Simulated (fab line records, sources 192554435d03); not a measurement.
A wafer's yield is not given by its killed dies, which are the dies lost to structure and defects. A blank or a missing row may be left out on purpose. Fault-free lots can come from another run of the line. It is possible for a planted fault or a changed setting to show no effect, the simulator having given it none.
Matching of chambers | flow n5Finfet | N5_BEOL_M0_SAQP_MANDREL_ETCH_20 on rieSi-04 has 4 sister chambers
The step etches a-Si in HBr/Cl2, stops on SiNx, target depth 60 nm, bt time 10 s, time 30 s. 14 wafers are shown with their chamber, then 7 later ones without.

WAFERS WITH THEIR CHAMBER
wafer  | chamber | throttleValvePct (%) | drypumpMotorCurrentA (A) | oesProductAu (a.u.)
L077.2 | 1       | 35.1                 | 5.9                      | 0.784
L077.4 | 3       | 35.1                 | 5.7                      | 0.778
L077.6 | 2       | 35.1                 | 5.9                      | 0.764
L083.1 | 3       | 35.1                 | 5.7                      | 0.787
L083.5 | 3       | 35.1                 | 5.7                      | 0.802
L083.6 | 0       | 35.7                 | 5.5                      | 0.770
L084.3 | 3       | 35.1                 | 5.7                      | 0.776
L084.4 | 0       | 35.7                 | 5.6                      | 0.772
L084.6 | 1       | 35.1                 | 5.9                      | 0.790
L086.1 | 3       | 35.1                 | 5.6                      | 0.769
L086.3 | 0       | 35.8                 | 5.5                      | 0.769
L086.6 | 2       | 35.1                 | 5.9                      | 0.751
L087.2 | 3       | 35.1                 | 5.7                      | 0.784
L087.5 | 3       | 35.1                 | 5.7                      | 0.788

SIGNATURES, as means of the wafers listed above
reading              | chamber 0 | chamber 1 | chamber 2 | chamber 3 | scatter within a chamber
throttleValvePct     | 35.733    | 35.100    | 35.100    | 35.100    | 0.0258
drypumpMotorCurrentA | 5.533     | 5.900     | 5.900     | 5.686     | 0.039
oesProductAu         | 0.77033   | 0.78700   | 0.75750   | 0.78343   | 0.00883
Rule: for a wafer and a chamber, the distance is found by dividing, reading by reading, the gap between the wafer's reading and the chamber's mean by the reading's scatter, squaring, summing and taking the root. If the next closest chamber is less than 2 further off than the closest, the wafer can't be placed; otherwise it belongs to the closest. How the scatter is found: for the shown wafers, subtract from each reading the mean of its chamber, square and add these, divide the total by (wafers less chambers), then take the root.

WAFERS WITH NO CHAMBER GIVEN
wafer  | throttleValvePct (%) | drypumpMotorCurrentA (A) | oesProductAu (a.u.)
L087.6 | 35.1                 | 5.9                      | 0.763
L090.3 | 35.1                 | 5.9                      | 0.785
L090.4 | 35.7                 | 5.6                      | 0.775
L090.6 | 35.1                 | 5.9                      | 0.789
L097.2 | 35.7                 | 5.5                      | 0.763
L097.3 | 35.0                 | 5.9                      | 0.760
L097.6 | 35.1                 | 5.7                      | 0.784

CHAMBER TAKEN BY EACH
wafer  | from the rows above     | in truth
L087.6 | 2                       | 2
L090.3 | 1                       | 1
L090.4 | 0                       | 0
L090.6 | 1                       | 1
L097.2 | 0                       | 0
L097.3 | can't be placed: 2 or 1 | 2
L097.6 | 3                       | 3
Correct placement for 6 of the 7. Unplaceable from these rows: 1, with the true chamber sitting among the candidates in 1. 0 placed wrongly.
